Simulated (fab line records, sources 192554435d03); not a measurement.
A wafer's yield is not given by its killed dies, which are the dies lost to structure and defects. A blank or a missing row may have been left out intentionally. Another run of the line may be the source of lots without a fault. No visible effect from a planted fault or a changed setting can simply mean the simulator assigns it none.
What tool caused it?	flow n5-finfet	12 lots, 33 wafers sampled, at 4 steps of a route of 1938

WHAT THE GAUGES READ, wafer by wafer
Not one reading of a measure or inspect step in the record can be checked against a usual standard deviation.

WHAT TOOL EACH LOT RAN ON (gives the tool, then ch and the chambers of the sampled wafers, and finally the start)
lot	N5_BEOL_M2_STRIP_19	N5_MIM_BOT_SPUTTER_00	N5_MIM_BOT_ETCH_ETCH_03	N5_PASSIVATION_PROBE_49
L246	rie-diel-04 ch 1,3, day 6 11:11	pvd-sputter-01, day 11 06:46	rie-metal-03 ch 0,1, day 11 12:23	-
L247	rie-diel-04 ch 2, day 6 21:31	pvd-sputter-03, day 12 01:59	rie-metal-02 ch 0, day 12 04:41	prober-02, day 12 13:11
L248	rie-diel-06 ch 1,2, day 7 03:05	pvd-sputter-01, day 12 02:03	rie-metal-03 ch 0, day 12 04:53	prober-01, day 12 15:15
L249	rie-diel-05 ch 1,2, day 7 04:53	pvd-sputter-02, day 12 09:28	rie-metal-03 ch 0, day 12 11:56	-
L255	rie-diel-04 ch 1,3, day 8 20:28	pvd-sputter-01, day 13 22:47	rie-metal-02 ch 0,1, day 14 01:26	prober-02, day 14 13:44
L261	rie-diel-05 ch 0,1,3, day 10 06:29	pvd-sputter-02, day 15 04:54	rie-metal-02 ch 0,1, day 15 07:55	-
L263	rie-diel-06 ch 1,2,3, day 10 17:59	pvd-sputter-03, day 15 23:12	rie-metal-03 ch 0,1, day 16 01:22	prober-02, day 16 10:05
L265	rie-diel-05 ch 0,1,3, day 11 12:04	pvd-sputter-03, day 17 02:06	rie-metal-02 ch 0,1, day 17 04:40	prober-02, day 17 16:13
L266	rie-diel-05 ch 1,2, day 11 12:22	pvd-sputter-02, day 16 19:01	rie-metal-03 ch 1, day 16 22:01	-
L267	rie-diel-04 ch 0,1,2, day 12 02:51	pvd-sputter-02, day 16 18:26	rie-metal-03 ch 1, day 16 20:50	prober-01, day 17 09:16
L268	rie-diel-04 ch 0,1,2, day 12 10:10	pvd-sputter-01, day 17 14:05	rie-metal-02 ch 0,1, day 17 16:43	prober-02, day 18 01:26
L269	rie-diel-05 ch 0,3, day 12 16:32	pvd-sputter-01, day 17 14:13	rie-metal-01 ch 0,1, day 17 17:03	-
- N5_BEOL_M2_STRIP_19: strips in O2.
- N5_MIM_BOT_SPUTTER_00: material TiN, target thk 35 nm, time 89.7 s.
- N5_MIM_BOT_ETCH_ETCH_03: etches the open film in Cl2/BCl3, target depth 12 nm.
- N5_PASSIVATION_PROBE_49

WHAT THE TOOLS THEMSELVES READ (means of the sampled wafers that have a number; where no wafer has one, the mark that the record gives instead)
N5_BEOL_M2_STRIP_19. Usual: chamber-pressure-mTorr 30.000 mTorr, standard deviation 0.026; drypump-motor-current-A 5.6 A, standard deviation 0.48; oes-product-au 0.79 a.u., standard deviation 0.11; rf-vpp-V 3.7 V, standard deviation 0.47; showerhead-plenum-p-Torr 2.13 Torr, standard deviation 0.057; throttle-valve-pct 16.67 %, standard deviation 0.28.
lot	tool	chamber-pressure-mTorr (mTorr)	drypump-motor-current-A (A)	oes-product-au (a.u.)	rf-vpp-V (V)	showerhead-plenum-p-Torr (Torr)	throttle-valve-pct (%)	flag
L246	rie-diel-04	29.996	5.2	0.69	3.7	2.14	16.99	
L247	rie-diel-04	29.969	4.8	0.69	3.6	2.17	17.07	
L248	rie-diel-06	30.017	6.1	0.73	4.3	2.13	16.50	
L249	rie-diel-05	29.995	5.8	0.76	3.5	2.19	16.79	
L255	rie-diel-04	29.993	5.2	0.77	3.5	2.13	16.89	
L261	rie-diel-05	30.009	5.6	0.87	3.3	2.17	16.46	
L263	rie-diel-06	29.992	6.0	0.71	3.5	2.10	16.61	
L265	rie-diel-05	29.985	5.6	0.85	3.5	2.17	16.47	
L266	rie-diel-05	30.001	5.6	0.90	3.4	2.16	16.55	
L267	rie-diel-04	30.002	5.3	0.92	4.0	2.11	16.57	
L268	rie-diel-04	29.983	5.3	0.91	3.7	2.11	16.60	
L269	rie-diel-05	30.019	5.7	0.80	3.9	2.20	16.50	

N5_MIM_BOT_SPUTTER_00. Usual: cathode-dc-power-W 3000.0 W, standard deviation 0.53; substrate-temp-c 199.97 C, standard deviation 0.15; throttle-valve-pct 29.9 %, standard deviation 0.75.
lot	tool	cathode-dc-power-W (W)	substrate-temp-c (C)	throttle-valve-pct (%)	flag
L246	pvd-sputter-01	3000.4	199.96	29.5	
L247	pvd-sputter-03	2999.9	199.93	29.4	
L248	pvd-sputter-01	2999.6	199.97	29.9	
L249	pvd-sputter-02	2999.2	200.01	30.2	
L255	pvd-sputter-01	3000.3	199.81	29.1	
L261	pvd-sputter-02	3000.2	200.01	30.1	
L263	pvd-sputter-03	3000.7	199.94	30.3	
L265	pvd-sputter-03	2999.7	200.16	29.9	
L266	pvd-sputter-02	2999.9	200.08	29.7	
L267	pvd-sputter-02	3000.0	199.95	29.3	
L268	pvd-sputter-01	2999.8	199.96	29.7	
L269	pvd-sputter-01	2999.5	199.87	30.0	

N5_MIM_BOT_ETCH_ETCH_03. Usual: chamber-pressure-mTorr 8.000 mTorr, standard deviation 0.0075; drypump-motor-current-A 5.7 A, standard deviation 0.63; oes-product-au 0.78 a.u., standard deviation 0.08; throttle-valve-pct 27.4 %, standard deviation 0.34.
lot	tool	chamber-pressure-mTorr (mTorr)	drypump-motor-current-A (A)	oes-product-au (a.u.)	throttle-valve-pct (%)	flag
L246	rie-metal-03	7.995	5.5	0.72	27.7	
L247	rie-metal-02	7.992	6.6	0.94	27.1	
L248	rie-metal-03	8.006	5.8	0.66	27.6	
L249	rie-metal-03	7.996	5.8	0.66	27.6	
L255	rie-metal-02	7.995	5.9	0.86	27.0	
L261	rie-metal-02	8.000	6.2	0.86	27.1	
L263	rie-metal-03	7.994	5.5	0.69	27.7	
L265	rie-metal-02	7.999	5.9	0.82	27.0	
L266	rie-metal-03	7.998	4.9	0.78	27.9	
L267	rie-metal-03	8.002	4.9	0.79	27.8	
L268	rie-metal-02	8.004	5.9	0.82	27.0	
L269	rie-metal-01	7.997	5.5	0.74	27.5	

N5_PASSIVATION_PROBE_49. Usual: defect-limited-yield 91.8 %, standard deviation 1.5; killed_at_M0_to_M3 33, standard deviation 11; killed_at_M4_up 13, standard deviation 5; killed-at-contacts 11, standard deviation 5.6; killed-at-front-end 36, standard deviation 12; killed-at-other 3.4, standard deviation 2.5; killed-dies 97, standard deviation 18; killed-open 64, standard deviation 13; killed-short 31, standard deviation 6.9; sort_bin_4_leakage 0.01 %, standard deviation 0.048; sort_bin_5_function 4.8 %, standard deviation 1; sort_bin_6_memory 3.1 %, standard deviation 0.64; sort_bin_8_speed 0.00 %, standard deviation 0.014; sort-n-pass 1083, standard deviation 18; sort-yield-pct 91.8 %, standard deviation 1.5.
lot	tool	defect-limited-yield (%)	killed_at_M0_to_M3	killed_at_M4_up	killed-at-contacts	killed-at-front-end	killed-at-other	killed-dies	killed-open	killed-short	sort_bin_4_leakage (%)	sort_bin_5_function (%)	sort_bin_6_memory (%)	sort_bin_8_speed (%)	sort-n-pass	sort-yield-pct (%)	flag
L247	prober-02	92.3	39	12	8	31	1.0	90	58	32	0.00	3.9	3.5	0.00	1090	92.3	
L248	prober-01	93.0	26	13	10	30	4.0	82	58	23	0.00	3.9	2.9	0.04	1098	93.0	
L255	prober-02	87.5	94	14	12	25	1.7	148	55	30	0.00	7.8	3.7	0.00	1032	87.5	OFF
L263	prober-02	91.3	43	12	14	30	4.0	103	70	30	0.00	5.3	3.0	0.00	1077	91.3	
L265	prober-02	92.5	39	6	11	26	6.0	89	58	30	0.00	4.5	2.8	0.00	1091	92.5	
L267	prober-01	90.7	32	14	21	40	2.0	109	72	37	0.00	5.6	3.4	0.00	1071	90.7	
L268	prober-02	92.4	33	14	9	34	0.0	89	63	26	0.00	4.3	3.1	0.00	1091	92.4	

THE ANSWER, worked out from the rows above alone
Rule: lot off if the mean of its wafers having a number is beyond 3 standard deviations from the usual mean. Also off: a lot with no number at a reading for which 4 or more lots have one. The other lots that the step has rows for count as sound. The gauges are gone through in route order, then the tools' own readings, and for those a lot's mean is taken as printed above. The first step at which some lot is off is used, and at that step the reading that is off furthest; a lot without a number counts as furthest.
Off: L255, at N5_PASSIVATION_PROBE_49 (killed_at_M0_to_M3). Neither off nor sound, because the step has no rows for them: L246, L249, L261, L266, L269.
A tool fits if, at that step or a process step before it, it ran every lot that is off, and no sound lot after the first of them. Of those tried, none fits.

WHAT WAS PUT IN BY THE SIMULATOR
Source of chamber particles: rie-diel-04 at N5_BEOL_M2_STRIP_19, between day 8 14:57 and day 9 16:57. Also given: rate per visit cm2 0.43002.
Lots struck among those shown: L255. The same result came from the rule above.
